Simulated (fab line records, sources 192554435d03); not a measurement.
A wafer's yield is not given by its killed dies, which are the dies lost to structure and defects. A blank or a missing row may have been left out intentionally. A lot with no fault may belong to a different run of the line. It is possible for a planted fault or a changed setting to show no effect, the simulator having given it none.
Matching of chambers	flow n5_finfet	N5_BEOL_M10_STRIP_36 on rie_diel-04 has 4 sister chambers
The step strips in N2/H2. 8 wafers are shown with their chamber, then 7 later ones without.

## WAFERS, EACH WITH ITS CHAMBER
wafer	chamber	drypump_motor_current_A (A)	throttle_valve_pct (%)
L075.3	3	6.3	24.1
L074.4	3	6.2	24.1
L076.2	1	5.3	24.1
L078.1	2	5.5	24.0
L078.2	1	5.3	24.1
L078.6	0	4.8	23.1
L082.1	2	5.5	24.0
L082.3	0	4.8	23.2

## WAFERS WITH NO CHAMBER GIVEN
wafer	drypump_motor_current_A (A)	throttle_valve_pct (%)
L082.4	5.2	24.1
L089.3	5.2	24.2
L089.4	6.3	23.8
L089.6	4.8	23.2
L093.1	5.5	24.0
L093.3	6.3	23.8
L093.4	4.8	23.2

## CHAMBER TAKEN BY EACH
wafer	from the rows above	in truth
L082.4	1	1
L089.3	1	1
L089.4	3	3
L089.6	0	0
L093.1	2	2
L093.3	3	3
L093.4	0	0
Correctly placed: 7 of 7. Can't be placed from these rows: 0. Number placed wrongly: 0.
How it was worked out, from the rows above alone: a wafer's distance from a chamber is the root of the sum, over the readings, of the square of ((its reading less the chamber's mean) divided by the reading's scatter). The wafer belongs to the nearest chamber; if the next one is less than 2 further off, it can't be placed. Each chamber's mean is taken over the wafers shown for it. The scatter is the square root of a quotient: the sum, over the shown wafers, of each reading's squared deviation from its chamber's mean, divided by wafers minus chambers.
